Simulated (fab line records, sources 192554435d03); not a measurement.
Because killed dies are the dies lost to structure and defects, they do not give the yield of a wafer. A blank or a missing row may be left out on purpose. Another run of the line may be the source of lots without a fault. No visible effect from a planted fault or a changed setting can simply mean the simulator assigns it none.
Split-lot study    flow n5 finfet    7 lots, 21 wafers read, on a route of 1938 steps

## SPLIT DETAILS
At N5_BEOL_M1_TRENCH_ETCH_37 (etches SiOC in C4F6/O2, target depth 55.207 nm, time 29 s), the setting source w was moved away from the recipe's 355 W on 11 of the 21 wafers read, by -14.0% to +13.8%. For the rest of the wafers, this setting stayed at what the recipe calls for.

The split's own step is where the reading is taken.

## THE READING
rf vpp V, in V, at N5_BEOL_M1_TRENCH_ETCH_37 (etches SiOC in C4F6/O2, target depth 55.207 nm, time 29 s). Fault-free wafers of this fab line usually give 670 V, standard deviation 16 V.

wafer   tool, chamber at the split  source w as run, W  against the recipe  rf vpp V, V  against lot-mates on the recipe
L074.2  rie diel-01, 2              355                 recipe              692          -
L074.3  rie diel-01, 1              334.6               -5.7%               676          -16
L074.6  rie diel-01, 0              334.6               -5.7%               695          +3
L076.1  rie diel-01, 2              355                 recipe              691          -
L076.4  rie diel-01, 3              404.1               +13.8%              621          -70
L076.5  rie diel-01, 3              404.1               +13.8%              621          -70
L079.3  rie diel-01, 1              355                 recipe              657          -
L079.4  rie diel-01, 0              355                 recipe              674          -
L079.5  rie diel-01, 0              318.5               -10.3%              712          +46
L087.3  rie diel-02, 3              387.2               +9.1%               630          -62
L087.4  rie diel-02, 1              355                 recipe              692          -
L087.6  rie diel-02, 0              387.2               +9.1%               651          -41
L092.4  rie diel-06, 3              355                 recipe              665          -
L092.5  rie diel-06, 2              355                 recipe              692          -
L092.6  rie diel-06, 3              355                 recipe              665          -
L094.4  rie diel-01, 2              305.3               -14.0%              748          +75
L094.5  rie diel-01, 0              355                 recipe              673          -
L094.6  rie diel-01, 1              305.3               -14.0%              709          +36
L097.3  rie diel-06, 1              355                 recipe              656          -
L097.5  rie diel-06, 0              307.7               -13.3%              698          +42
L097.6  rie diel-06, 1              307.7               -13.3%              707          +51

THE FIT
A straight line over all 21 wafers: rf vpp V changes by -3.36 V for each +1% of source w; r = -0.89; the points scatter about the line by 15 V.
The same after taking each lot's own level away (the mean of its wafers on the recipe; 21 wafers): -4.27 V for each +1%; r = -0.94; scatter 14 V.
That fit puts the effect of the largest move of source w on the reading at 60 V.
From 656.0 to 692.0 V: that is the span of the lots' own levels, equal to 2.2 times the standard deviation above.
So the lot-to-lot level changes the slope: the two fits differ.
Check: for one of the wafers moved furthest among these (-14.0%), held out of the fit, the line's prediction against its lot-mates is +49.3 V. It came out at +75 V against them.
Tool readings at the split's step, against how far the setting was moved: rf vpp V r = -0.89.

## THE OTHER SPLITS THESE WAFERS WENT THROUGH
Other splits were also applied to these wafers ahead of the reading. Each is held against what the fit with the lots' levels taken away leaves over:
other split on the same wafers  wafers away from the commonest value  r with rf vpp V (lot level and that fit taken away)
N5_BEOL_M1_DESCUM_33 time s     7                                     -0.12

## FILE'S OWN FIT
rf vpp V changes by -4.17 V for each +1% of source w, r = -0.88.
